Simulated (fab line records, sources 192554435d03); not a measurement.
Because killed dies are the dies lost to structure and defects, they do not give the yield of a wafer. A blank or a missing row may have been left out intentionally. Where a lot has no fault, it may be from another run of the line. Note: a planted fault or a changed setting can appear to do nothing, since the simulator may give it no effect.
fab line records -- flow n5Finfet
record lots=7, wafers=39
route steps=1938 shown FIN_SAQP@110 DUMMY_GATE@221 HKMG_FIN@442 MOL_CONTACT_COAG@613 BEOL_M3@980
startH: hours from the record's first day to the start of the lot's first wafer shown -- waitH: hours since the lot's step before -- " as in the row above -- L1.1+2: a row that stands for several wafers -- - either no value or no given start -- * or withheld: withheld -- < > ~ a bound
route shown NAME@n: a module of which the file shows steps, and the number in the route of the first -- usual: average and standard deviation across the fault-free wafers -- same: alike in all rows -- chamber/n: place in a boat -- sites: the reading at each site -- _std_site: standard deviation across them -- _edge_site: the outer-site mean with the inner-site mean subtracted -- radiusMm: for every site, how far away it sits from the centre of the wafer -- mask NAME#n: copy n -- behind: the last tool/chamber to shape the wafer -- hold: reason for holding the lot/hours on hold/outcome of the hold -- device: whichever transistor did not switch (one of n, p or np) -- end of line: the route-end tests of the same wafers -- step lacking rows: just its recipe -- killed: dies that structure and defects cost at the first sort, which is not the same as the wafer's yield -- map: dies across one wafer; x = killed, . = not, _ = none there
set.NAME: the setting the step ran with; set.NAME@STEP: the setting that earlier step ran with -- model.NAME: the simulator's own value behind a step, which no gauge read
lots with deliberately changed settings; one table per step, one row per wafer
## steps
# step N5_FIN_SAQP_DEVELOP_15
# recipe developTimeS=30, developer=TMAH, resist=CAR-ArF, devTempC=23, rinseLiquid=diw, dry=airSpin
lot.wafer,tool,chamber,startH,waitH,set.developTimeS
L074.1+2+3,lithoTrack-01,0,-,-,30
L074.4+5+6,lithoTrack-01,0,-,-,19.96
L082.1+4+6,lithoTrack-01,0,-,-,46.27
L082.2+3+5,lithoTrack-01,0,-,-,30
L086.1+4+6,lithoTrack-01,0,-,-,25.18
L086.2+3+5,lithoTrack-01,0,-,-,30
L091.3+5+6,lithoTrack-04,0,-,-,30
L092.1+2+3+4+5+6,lithoTrack-04,0,-,-,30
L094.1+2+6,lithoTrack-04,0,-,-,30
L094.3+4+5,lithoTrack-04,0,-,-,47.07
L096.1+3+6,lithoTrack-04,0,-,-,30
L096.2+4+5,lithoTrack-04,0,-,-,18.43
# step N5_FIN_SAQP_CD_MEAS_16
# recipe targetCdNm=35.6, landingEnergyEv=500, detector=seInlens
# usual cdNm=35.6/0.33
lot.wafer,tool,chamber,startH,waitH,set.developTimeS@FIN_SAQP_DEVELOP_15,cdNm
L074.1,cdSem-01,0,21.52,-,30,35.1
L074.2,cdSem-01,0,21.52,-,30,35.5
L074.3,cdSem-01,0,21.52,-,30,35.4
L074.4,cdSem-01,0,21.52,-,19.96,36.4
L074.5,cdSem-01,0,21.52,-,19.96,36.2
L074.6,cdSem-01,0,21.52,-,19.96,36.1
L082.1,cdSem-01,0,71.12,-,46.27,34.6
L082.2,cdSem-01,0,71.12,-,30,35.8
L082.3,cdSem-01,0,71.12,-,30,35.3
L082.4,cdSem-01,0,71.12,-,46.27,34.5
L082.5,cdSem-01,0,71.12,-,30,36.2
L082.6,cdSem-01,0,71.12,-,46.27,34.3
L086.1,cdSem-02,0,94.29,-,25.18,36.2
L086.2,cdSem-02,0,94.29,-,30,35.9
L086.3,cdSem-02,0,94.29,-,30,35.4
L086.4,cdSem-02,0,94.29,-,25.18,36.2
L086.5,cdSem-02,0,94.29,-,30,35.8
L086.6,cdSem-02,0,94.29,-,25.18,36.5
L091.3,cdSem-02,0,123.99,-,30,35.9
L091.5,cdSem-02,0,123.99,-,30,35.8
L091.6,cdSem-02,0,123.99,-,30,36.0
L092.1,cdSem-03,0,130.86,-,30,35.3
L092.2,cdSem-03,0,130.86,-,30,36.0
L092.3,cdSem-03,0,130.86,-,30,35.7
L092.4,cdSem-03,0,130.86,-,30,35.7
L092.5,cdSem-03,0,130.86,-,30,35.5
L092.6,cdSem-03,0,130.86,-,30,35.9
L094.1,cdSem-03,0,142.05,-,30,36.0
L094.2,cdSem-03,0,142.05,-,30,35.5
L094.3,cdSem-03,0,142.05,-,47.07,34.3
L094.4,cdSem-03,0,142.05,-,47.07,34.2
L094.5,cdSem-03,0,142.05,-,47.07,35.1
L094.6,cdSem-03,0,142.05,-,30,35.9
L096.1,cdSem-01,0,153.37,-,30,35.6
L096.2,cdSem-01,0,153.37,-,18.43,36.3
L096.3,cdSem-01,0,153.37,-,30,36.1
L096.4,cdSem-01,0,153.37,-,18.43,36.5
L096.5,cdSem-01,0,153.37,-,18.43,36.8
L096.6,cdSem-01,0,153.37,-,30,35.4
# step N5_DUMMY_GATE_PECVD_30
# recipe material=SiO2, targetThkA=550, tempC=400, precursor=TEOS/O2, pressureTorr=6.5, rfW=withheld, teosFlowSccm=withheld, gas=O2, flowSccm=2650, timeS=10.8
lot.wafer,tool,chamber,startH,waitH,set.timeS,model.SiO2_of_DUMMY_GATE_PECVD_30.thkNm
L074.1,pecvd-04,0,45.52,0.0,15.55,78
L074.2,pecvd-04,1,45.52,0.0,10.8,54.6
L074.3,pecvd-04,1,45.52,0.0,15.55,78.2
L074.4,pecvd-04,0,45.52,0.0,15.55,78.4
L074.5,pecvd-04,1,45.52,0.0,10.8,55.2
L074.6,pecvd-04,0,45.52,0.0,10.8,56.2
L082.1+3,pecvd-01,"0,2",99.22,0.0,10.8,53.4
L082.2,pecvd-01,1,99.22,0.0,5.599,28.4
L082.4,pecvd-01,0,99.22,0.0,5.599,28
L082.5,pecvd-01,1,99.22,0.0,5.599,29.4
L082.6,pecvd-01,2,99.22,0.0,10.8,54.6
L086.1,pecvd-01,1,123.32,0.0,10.8,54.6
L086.2+3,pecvd-01,"0,2",123.32,0.0,10.8,53.8
L086.4+5,pecvd-01,"2,0",123.32,0.0,10.8,54.8
L086.6,pecvd-01,1,123.32,0.0,10.8,55.6
L091.3,pecvd-03,1,148.90,0.0,10.8,54.8
L091.5,pecvd-03,0,148.90,0.0,10.8,55.2
L091.6,pecvd-03,1,148.90,0.0,10.8,55.4
L092.1+2,pecvd-01,"2,0",158.98,0.0,10.8,54
L092.3,pecvd-01,1,158.98,0.0,12.74,63.8
L092.4,pecvd-01,1,158.98,0.0,12.74,65
L092.5,pecvd-01,0,158.98,0.0,10.8,54.8
L092.6,pecvd-01,2,158.98,0.0,12.74,63.6
L094.1,pecvd-03,0,166.93,0.0,10.8,54.2
L094.2,pecvd-03,1,166.93,0.0,14.52,72.6
L094.3,pecvd-03,1,166.93,0.0,10.8,55.6
L094.4,pecvd-03,0,166.93,0.0,14.52,73.2
L094.5,pecvd-03,1,166.93,0.0,14.52,72.4
L094.6,pecvd-03,0,166.93,0.0,10.8,54.6
L096.1,pecvd-01,1,176.40,0.0,10.8,55.4
L096.2,pecvd-01,0,176.40,0.0,10.8,53.8
L096.3,pecvd-01,2,176.40,0.0,10.8,54
L096.4,pecvd-01,1,176.40,0.0,15.97,81.2
L096.5,pecvd-01,2,176.40,0.0,15.97,80.4
L096.6,pecvd-01,0,176.40,0.0,15.97,79.8
# step N5_HKMG_FIN_ALD_91
# recipe material=TiN, targetThkA=10, tempC=400, aldPrecursorFamily=TiCl4, aldCoReactant=NH3, pulseTimeS=1, purgeTimeS=3, coReactantPurgeTimeS=2, coReactantPulseTimeS=2, aldCycles=47, pressureTorr=3
lot.wafer,tool,chamber,startH,waitH,set.aldCycles,model.TiN_of_HKMG_FIN_ALD_91.thkNm
L074.1+2+5,aldMetal-02,"0,1,3",79.59,0.3,47,1
L074.3+4+6,aldMetal-02,"3,2,2",79.59,0.3,58,1.2
L082.1+3+5,aldMetal-01,"0,3,0",129.30,0.3,47,1
L082.2+4+6,aldMetal-01,"1,2,3",129.30,0.3,20,0.4
L086.1+2+3+4+5+6,aldMetal-01,"3,2,1,0,0,1",153.74,0.3,47,1
L091.3+5+6,aldMetal-01,"2,1,2",180.09,0.1,47,1
L092.1+2+6,aldMetal-02,"2,0,1",189.23,0.3,47,1
L092.3+4+5,aldMetal-02,"1,3,2",189.23,0.3,21,0.4
L094.1+2+3+4+5+6,aldMetal-02,"2,3,1,0,3,2",197.53,0.3,47,1
L096.1+4+6,aldMetal-01,"1,2,1",205.33,0.3,58,1.2
L096.2+3+5,aldMetal-01,"0,3,2",205.33,0.3,47,1
# step N5_HKMG_FIN_NWFM_ALD_20
# recipe material=TiAlC, targetThkA=20, tempC=300, aldPrecursorFamily=TiCl4, aldCoReactant=TEA, pulseTimeS=3, purgeTimeS=2, coReactantPurgeTimeS=2, coReactantPulseTimeS=10, aldCycles=7, pressureTorr=3
lot.wafer,tool,chamber,startH,waitH,set.aldCycles,model.TiAlC_of_HKMG_FIN_NWFM_ALD_20.thkNm
L074.1+2+3+4+5+6,aldMetal-03,"0,1,3,2,1,0",80.57,0.3,7,2
L082.1+5+6,aldMetal-03,"3,1,0",130.28,0.3,7,2
L082.2+3+4,aldMetal-03,"0,1,2",130.28,0.3,9,2.6
L086.1+4,aldMetal-02,"1,0",155.13,0.3,6,1.8
L086.2+3+6,aldMetal-02,"3,2,0",155.13,0.3,7,2
L086.5,aldMetal-02,3,155.13,0.3,6,1.6
L091.3+5+6,aldMetal-03,"1,1,2",181.07,0.1,7,2
L092.1+2+3+4+5+6,aldMetal-01,"2,1,0,3,0,1",190.30,0.3,7,2
L094.1+3+5,aldMetal-03,"1,0,1",198.50,0.3,5,1.4
L094.2+4+6,aldMetal-03,"2,3,0",198.50,0.3,7,2
L096.1+2+3+4+5+6,aldMetal-03,"2,1,0,3,1,0",206.31,0.3,7,2
# step N5_MOL_CONTACT_COAG_ETCHBACK_136
# recipe chemistry=CHF3, target=SiO2, targetDepthA=250, timeS=16.7, ionEnergyEv=200, pressureMtorr=30, sourceW=610, biasW=170, Ar_flow_sccm=200, CHF3_flow_sccm=50
lot.wafer,tool,chamber,startH,waitH,set.targetDepthA,model.SOC_of_MOL_CONTACT_COAG_COAT_62.thkNm
L074.1+4+5,rieDiel-04,"2,0,0",109.65,0.0,250,57.4
L074.2+6,rieDiel-04,"1,3",109.65,0.0,141.6,58.6
L074.3,rieDiel-04,3,109.65,0.0,141.6,58.4
L082.1,rieDiel-05,1,152.14,0.0,250,57.4
L082.2,rieDiel-05,2,152.14,0.0,303.9,56.6
L082.3+4,rieDiel-05,"3,0",152.14,0.0,250,57.6
L082.5+6,rieDiel-05,"3,2",152.14,0.0,303.9,57
L086.1+2+3+4+5+6,rieDiel-02,"0,1,3,2,1,2",176.89,0.0,250,57.4
L091.3+6,rieDiel-04,"3,1",206.55,0.0,250,57.2
L091.5,rieDiel-04,0,206.55,0.0,250,57.4
L092.1+2+3+4+5,rieDiel-05,"3,2,2,3,3",215.33,0.0,250,57.2
L092.6,rieDiel-05,2,215.33,0.0,250,57.4
L094.1,rieDiel-02,2,223.53,0.0,119,58.4
L094.2+4,rieDiel-02,"0,3",223.53,0.0,250,57.2
L094.3,rieDiel-02,1,223.53,0.0,250,57
L094.5+6,rieDiel-02,"3,2",223.53,0.0,119,58.6
L096.1+4,rieDiel-02,"3,0",232.38,0.0,174.1,58.4
L096.2+5,rieDiel-02,"1,3",232.38,0.0,250,57.2
L096.3,rieDiel-02,2,232.38,0.0,174.1,58.2
L096.6,rieDiel-02,0,232.38,0.0,250,57.4
# step N5_MOL_CONTACT_COAG_STRIP_120
# recipe chemistry=CHF3, resist=SiARC, rfFrequencyHz=6e+07
# step N5_MOL_CONTACT_COAG_VIA_ETCH_117
# recipe chemistry=C4F6/O2, targetDepthA=400, overetchA=80, maskMaterial=SOC, target=SiO2, biasW=455, pressureMtorr=10, timeS=26, sourceW=325, Ar_flow_sccm=300, C4F6_flow_sccm=10, O2_flow_sccm=10, ionEnergyEv=575.3, ends=endPoint
lot.wafer,tool,chamber,startH,waitH,set.targetDepthA@MOL_CONTACT_COAG_ETCHBACK_136,model.MOL_CONTACT_COAG.featureDepthNm,model.etch.depthNm,model.SOC_of_MOL_CONTACT_COAG_COAT_62.thkNm
L074.1,rieDiel-04,2,109.68,0.0,250,40,40.05,51.4
L074.2,rieDiel-04,1,109.68,0.0,141.6,47.4,47.38,53
L074.3,rieDiel-04,3,109.68,0.0,141.6,47.4,47.45,53
L074.4,rieDiel-04,0,109.68,0.0,250,40.6,40.67,51.6
L074.5,rieDiel-04,0,109.68,0.0,250,40.2,40.24,51.8
L074.6,rieDiel-04,3,109.68,0.0,141.6,47.6,47.58,53.2
L082.1,rieDiel-05,1,152.17,0.0,250,40,40.06,51.8
L082.2,rieDiel-05,2,152.17,0.0,303.9,34.2,34.28,50.8
L082.3,rieDiel-05,3,152.17,0.0,250,39.8,39.89,51.8
L082.4,rieDiel-05,0,152.17,0.0,250,39.8,39.85,51.8
L082.5,rieDiel-05,3,152.17,0.0,303.9,34.8,34.76,51.4
L082.6,rieDiel-05,2,152.17,0.0,303.9,34.6,34.59,51.2
L086.1,rieDiel-02,0,176.92,0.0,250,40.6,40.52,51.8
L086.2,rieDiel-02,1,176.92,0.0,250,39.8,39.88,51.6
L086.3,rieDiel-02,3,176.92,0.0,250,40,39.99,51.6
L086.4,rieDiel-02,2,176.92,0.0,250,40.4,40.5,51.8
L086.5,rieDiel-02,1,176.92,0.0,250,39.8,39.78,51.8
L086.6,rieDiel-02,2,176.92,0.0,250,40.4,40.37,51.8
L091.3,rieDiel-04,3,206.58,0.0,250,40.4,40.43,51.8
L091.5,rieDiel-04,0,206.58,0.0,250,40.2,40.2,51.8
L091.6,rieDiel-04,1,206.58,0.0,250,40,40.05,51.4
L092.1,rieDiel-05,3,215.38,0.0,250,40.6,40.63,51.4
L092.2,rieDiel-05,2,215.38,0.0,250,40.4,40.42,51.4
L092.3,rieDiel-05,2,215.38,0.0,250,40.4,40.5,51.4
L092.4,rieDiel-05,3,215.38,0.0,250,40.8,40.72,51.6
L092.5,rieDiel-05,3,215.38,0.0,250,40.8,40.73,51.6
L092.6,rieDiel-05,2,215.38,0.0,250,40.2,40.29,51.6
L094.1,rieDiel-02,2,223.57,0.0,119,47.4,47.37,52.8
L094.2,rieDiel-02,0,223.57,0.0,250,40.2,40.25,51.6
L094.3,rieDiel-02,1,223.57,0.0,250,39.8,39.82,51.4
L094.4,rieDiel-02,3,223.57,0.0,250,40,39.93,51.4
L094.5,rieDiel-02,3,223.57,0.0,119,47.8,47.8,52.8
L094.6,rieDiel-02,2,223.57,0.0,119,47.2,47.14,53
L096.1,rieDiel-02,3,232.41,0.0,174.1,47.6,47.52,52.6
L096.2,rieDiel-02,1,232.41,0.0,250,39.8,39.88,51.6
L096.3,rieDiel-02,2,232.41,0.0,174.1,47.2,47.25,52.6
L096.4,rieDiel-02,0,232.41,0.0,174.1,47,46.96,52.8
L096.5,rieDiel-02,3,232.41,0.0,250,39.8,39.78,51.6
L096.6,rieDiel-02,0,232.41,0.0,250,40.4,40.5,51.8
# step N5_MOL_CONTACT_COAG_ETCH_124
# recipe chemistry=CH3F/O2, target=SiNx, targetDepthA=65, maskMaterial=SOC, stopOn=SiOC, overEtchFrac=0.3, ionEnergyEv=120, pressureMtorr=30, sourceW=395, biasW=73, Ar_flow_sccm=150, CH3F_flow_sccm=30, O2_flow_sccm=20, ends=endPoint
lot.wafer,tool,chamber,startH,waitH,set.targetDepthA@MOL_CONTACT_COAG_ETCHBACK_136,model.SOC_of_MOL_CONTACT_COAG_COAT_62.thkNm
L074.1,rieDiel-04,2,109.71,0.0,250,48.4
L074.2+3,rieDiel-04,"1,3",109.71,0.0,141.6,49.8
L074.4+5,rieDiel-04,0,109.71,0.0,250,48.6
L074.6,rieDiel-04,3,109.71,0.0,141.6,50
L082.1+3+4,rieDiel-05,"1,3,0",152.20,0.0,250,48.8
L082.2,rieDiel-05,2,152.20,0.0,303.9,47.8
L082.5,rieDiel-05,3,152.20,0.0,303.9,48.2
L082.6,rieDiel-05,2,152.20,0.0,303.9,48
L086.1+2+3+5,rieDiel-02,"0,1,3,1",176.95,0.0,250,48.6
L086.4+6,rieDiel-02,2,176.95,0.0,250,48.8
L091.3+5,rieDiel-04,"3,0",206.61,0.0,250,48.8
L091.6,rieDiel-04,1,206.61,0.0,250,48.4
L092.1+6,rieDiel-05,"3,2",215.42,0.0,250,48.4
L092.2+3,rieDiel-05,2,215.42,0.0,250,48.2
L092.4+5,rieDiel-05,3,215.42,0.0,250,48.6
L094.1+5+6,rieDiel-02,"2,3,2",223.59,0.0,119,49.8
L094.2+4,rieDiel-02,"0,3",223.59,0.0,250,48.4
L094.3,rieDiel-02,1,223.59,0.0,250,48.2
L096.1,rieDiel-02,3,232.44,0.0,174.1,49.6
L096.2+5,rieDiel-02,"1,3",232.44,0.0,250,48.4
L096.3,rieDiel-02,2,232.44,0.0,174.1,49.4
L096.4,rieDiel-02,0,232.44,0.0,174.1,49.8
L096.6,rieDiel-02,0,232.44,0.0,250,48.8
# step N5_MOL_CONTACT_COAG_ETCH_48
# recipe chemistry=C4F6/O2, targetDepthA=150, overetchA=45, maskMaterial=SOC, target=SiOC, biasW=465, pressureMtorr=10, timeS=17, sourceW=335, Ar_flow_sccm=300, C4F6_flow_sccm=10, O2_flow_sccm=10, ionEnergyEv=576
lot.wafer,tool,chamber,startH,waitH,set.targetDepthA@MOL_CONTACT_COAG_ETCHBACK_136,model.SOC_of_MOL_CONTACT_COAG_COAT_62.thkNm
L074.1,rieDiel-04,2,109.75,0.0,250,45.6
L074.2,rieDiel-04,1,109.75,0.0,141.6,47.2
L074.3+6,rieDiel-04,3,109.75,0.0,141.6,47.4
L074.4+5,rieDiel-04,0,109.75,0.0,250,46
L082.1+3,rieDiel-05,"1,3",152.24,0.0,250,46.2
L082.2,rieDiel-05,2,152.24,0.0,303.9,45.2
L082.4,rieDiel-05,0,152.24,0.0,250,46
L082.5,rieDiel-05,3,152.24,0.0,303.9,45.6
L082.6,rieDiel-05,2,152.24,0.0,303.9,45.4
L086.1+2+5,rieDiel-02,"0,1,1",176.99,0.0,250,46
L086.3,rieDiel-02,3,176.99,0.0,250,45.8
L086.4+6,rieDiel-02,2,176.99,0.0,250,46.2
L091.3,rieDiel-04,3,206.65,0.0,250,46.2
L091.5,rieDiel-04,0,206.65,0.0,250,46.4
L091.6,rieDiel-04,1,206.65,0.0,250,45.8
L092.1+6,rieDiel-05,"3,2",215.48,0.0,250,45.8
L092.2+3,rieDiel-05,2,215.48,0.0,250,45.6
L092.4+5,rieDiel-05,3,215.48,0.0,250,46
L094.1+6,rieDiel-02,2,223.63,0.0,119,47.2
L094.2,rieDiel-02,0,223.63,0.0,250,45.8
L094.3+4,rieDiel-02,"1,3",223.63,0.0,250,45.6
L094.5,rieDiel-02,3,223.63,0.0,119,47
L096.1+3,rieDiel-02,"3,2",232.48,0.0,174.1,47
L096.2+5,rieDiel-02,"1,3",232.48,0.0,250,45.8
L096.4,rieDiel-02,0,232.48,0.0,174.1,47.2
L096.6,rieDiel-02,0,232.48,0.0,250,46.2
# step N5_BEOL_M3_TRENCH_ETCH_37
# recipe chemistry=C4F6/O2, targetDepthA=555.55, target=SiOC, timeS=29.2, ionEnergyEv=250, pressureMtorr=30, sourceW=355, biasW=185, Ar_flow_sccm=300, C4F6_flow_sccm=10, O2_flow_sccm=10
lot.wafer,tool,chamber,startH,waitH,set.timeS,model.BEOL_M3.featureDepthNm,model.etch.depthNm,model.TiN_of_BEOL_M3_HM_DEP_02.thkNm
L074.1,rieDiel-03,2,-,-,39.56,74.2,74.18,16.4
L074.2,rieDiel-03,0,-,-,29.2,56.8,56.78,17.4
L074.3,rieDiel-03,3,-,-,39.56,76.2,76.29,16.6
L074.4,rieDiel-03,2,-,-,29.2,54.6,54.7,17.4
L074.5,rieDiel-03,0,-,-,29.2,56.6,56.56,17.4
L074.6,rieDiel-03,3,-,-,39.56,77,77.02,16.8
L082.1,rieDiel-01,3,-,-,43.73,84.4,84.42,16.4
L082.2,rieDiel-01,2,-,-,43.73,83.6,83.64,16.2
L082.3,rieDiel-01,0,-,-,29.2,54.2,54.11,17.2
L082.4,rieDiel-01,1,-,-,29.2,55.8,55.81,17.6
L082.5,rieDiel-01,3,-,-,29.2,56,55.96,17.4
L082.6,rieDiel-01,2,-,-,43.73,82.2,82.29,16
L086.1,rieDiel-01,1,-,-,18.26,34.6,34.68,18.6
L086.2,rieDiel-01,2,-,-,29.2,55.4,55.45,17.6
L086.3,rieDiel-01,0,-,-,18.26,33.6,33.64,18.8
L086.4,rieDiel-01,3,-,-,18.26,35,35.01,18.4
L086.5,rieDiel-01,2,-,-,29.2,55.8,55.82,17.8
L086.6,rieDiel-01,1,-,-,29.2,55.4,55.35,17.6
L091.3,rieDiel-03,1,-,-,29.2,54.4,54.44,17.8
L091.5,rieDiel-03,2,-,-,29.2,54.6,54.61,17.8
L091.6,rieDiel-03,3,-,-,29.2,57,56.98,17.6
L092.1,rieDiel-06,2,-,-,22.12,41.2,41.15,18.6
L092.2,rieDiel-06,3,-,-,29.2,55,55.03,17.8
L092.3,rieDiel-06,1,-,-,29.2,55.8,55.78,18
L092.4,rieDiel-06,3,-,-,22.12,42,42,18.6
L092.5,rieDiel-06,1,-,-,29.2,55.6,55.6,17.8
L092.6,rieDiel-06,2,-,-,22.12,41.2,41.11,18.4
L094.1,rieDiel-01,0,-,-,29.2,54.6,54.55,17.8
L094.2,rieDiel-01,2,-,-,29.2,56.6,56.58,17.8
L094.3,rieDiel-01,3,-,-,15.03,29,29,18.6
L094.4,rieDiel-01,2,-,-,15.03,29,28.93,18.6
L094.5,rieDiel-01,3,-,-,15.03,28.8,28.86,18.8
L094.6,rieDiel-01,0,-,-,29.2,54.4,54.41,17.6
L096.1,rieDiel-01,0,-,-,29.2,53.4,53.42,17.8
L096.2,rieDiel-01,2,-,-,21.06,39.8,39.79,18.6
L096.3,rieDiel-01,2,-,-,29.2,55.6,55.6,17.8
L096.4,rieDiel-01,0,-,-,21.06,38.6,38.6,18.8
L096.5,rieDiel-01,0,-,-,21.06,38.8,38.72,18.4
L096.6,rieDiel-01,2,-,-,29.2,55.8,55.84,17.8
# step N5_BEOL_M3_ETCH_41
# recipe chemistry=CH3F/O2, target=SiCN, targetDepthA=299, taperDeg=2, timeS=52.5, ionEnergyEv=120, maskMaterial=TiN, pressureMtorr=30, sourceW=395, biasW=75, Ar_flow_sccm=150, CH3F_flow_sccm=30, O2_flow_sccm=20
# step N5_BEOL_M3_STRIP_97
# recipe chemistry=N2/H2, timeS=10, powerW=450, tempC=40, pressureMtorr=20, rfFrequencyHz=6e+07, biasPowerW=7, n2FlowSccm=200, h2FlowSccm=200
# step N5_BEOL_M3_OCD_MEAS_38
# usual trenchDepthNm=55.3/0.98
lot.wafer,tool,chamber,startH,waitH,set.timeS@BEOL_M3_TRENCH_ETCH_37,trenchDepthNm
L074.1,ocd-02,-,150.52,-,39.56,74.2
L074.2,ocd-02,-,150.52,-,29.2,57.0
L074.3,ocd-02,-,150.52,-,39.56,76.3
L074.4,ocd-02,-,150.52,-,29.2,54.6
L074.5,ocd-02,-,150.52,-,29.2,56.7
L074.6,ocd-02,-,150.52,-,39.56,77.5
L082.1,ocd-02,-,196.54,-,43.73,84.7
L082.2,ocd-02,-,196.54,-,43.73,83.9
L082.3,ocd-02,-,196.54,-,29.2,54.6
L082.4,ocd-02,-,196.54,-,29.2,55.8
L082.5,ocd-02,-,196.54,-,29.2,55.8
L082.6,ocd-02,-,196.54,-,43.73,81.7
L086.1,ocd-02,-,227.83,-,18.26,34.8
L086.2,ocd-02,-,227.83,-,29.2,54.9
L086.3,ocd-02,-,227.83,-,18.26,33.8
L086.4,ocd-02,-,227.83,-,18.26,34.8
L086.5,ocd-02,-,227.83,-,29.2,55.7
L086.6,ocd-02,-,227.83,-,29.2,55.8
L091.3,ocd-02,-,251.85,-,29.2,54.5
L091.5,ocd-02,-,251.85,-,29.2,54.2
L091.6,ocd-02,-,251.85,-,29.2,56.5
L092.1,ocd-02,-,261.86,-,22.12,40.7
L092.2,ocd-02,-,261.86,-,29.2,55.3
L092.3,ocd-02,-,261.86,-,29.2,56.1
L092.4,ocd-02,-,261.86,-,22.12,41.9
L092.5,ocd-02,-,261.86,-,29.2,55.9
L092.6,ocd-02,-,261.86,-,22.12,41.1
L094.1,ocd-01,-,273.78,-,29.2,54.7
L094.2,ocd-01,-,273.78,-,29.2,56.7
L094.3,ocd-01,-,273.78,-,15.03,28.6
L094.4,ocd-01,-,273.78,-,15.03,28.8
L094.5,ocd-01,-,273.78,-,15.03,28.6
L094.6,ocd-01,-,273.78,-,29.2,54.4
L096.1,ocd-02,-,282.24,-,29.2,53.5
L096.2,ocd-02,-,282.24,-,21.06,39.8
L096.3,ocd-02,-,282.24,-,29.2,56.0
L096.4,ocd-02,-,282.24,-,21.06,38.5
L096.5,ocd-02,-,282.24,-,21.06,38.3
L096.6,ocd-02,-,282.24,-,29.2,55.6
## key
split step=N5_FIN_SAQP_DEVELOP_15, setting=developTimeS, stated=30, by=wafer
response step=N5_FIN_SAQP_CD_MEAS_16, reading=cdNm, change=-0.0233, per=1%, r=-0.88
split step=N5_DUMMY_GATE_PECVD_30, setting=timeS, stated=10.8, by=wafer
response step=N5_DUMMY_GATE_PECVD_30, reading=model.SiO2_of_DUMMY_GATE_PECVD_30.thkNm, change=+0.529, per=1%, r=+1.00
split step=N5_HKMG_FIN_ALD_91, setting=aldCycles, stated=47, by=wafer
response step=N5_HKMG_FIN_ALD_91, reading=model.TiN_of_HKMG_FIN_ALD_91.thkNm, change=+0.0103, per=1%, r=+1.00
split step=N5_HKMG_FIN_NWFM_ALD_20, setting=aldCycles, stated=7, by=wafer
response step=N5_HKMG_FIN_NWFM_ALD_20, reading=model.TiAlC_of_HKMG_FIN_NWFM_ALD_20.thkNm, change=+0.0207, per=1%, r=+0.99
split step=N5_MOL_CONTACT_COAG_ETCHBACK_136, setting=targetDepthA, stated=250, by=wafer
response step=N5_MOL_CONTACT_COAG_ETCHBACK_136, reading=model.SOC_of_MOL_CONTACT_COAG_COAT_62.thkNm, change=-0.0282, per=1%, r=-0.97
response step=N5_MOL_CONTACT_COAG_VIA_ETCH_117, reading=model.MOL_CONTACT_COAG.featureDepthNm, change=-0.173, per=1%, r=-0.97
response step=N5_MOL_CONTACT_COAG_VIA_ETCH_117, reading=model.etch.depthNm, change=-0.172, per=1%, r=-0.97
response step=N5_MOL_CONTACT_COAG_VIA_ETCH_117, reading=model.SOC_of_MOL_CONTACT_COAG_COAT_62.thkNm, change=-0.0302, per=1%, r=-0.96
response step=N5_MOL_CONTACT_COAG_ETCH_124, reading=model.SOC_of_MOL_CONTACT_COAG_COAT_62.thkNm, change=-0.0307, per=1%, r=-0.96
response step=N5_MOL_CONTACT_COAG_ETCH_48, reading=model.SOC_of_MOL_CONTACT_COAG_COAT_62.thkNm, change=-0.0317, per=1%, r=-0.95
split step=N5_BEOL_M3_TRENCH_ETCH_37, setting=timeS, stated=29.2, by=wafer
response step=N5_BEOL_M3_TRENCH_ETCH_37, reading=model.BEOL_M3.featureDepthNm, change=+0.558, per=1%, r=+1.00
response step=N5_BEOL_M3_TRENCH_ETCH_37, reading=model.etch.depthNm, change=+0.559, per=1%, r=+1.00
response step=N5_BEOL_M3_TRENCH_ETCH_37, reading=model.TiN_of_BEOL_M3_HM_DEP_02.thkNm, change=-0.0233, per=1%, r=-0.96
response step=N5_BEOL_M3_OCD_MEAS_38, reading=trenchDepthNm, change=+0.562, per=1%, r=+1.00
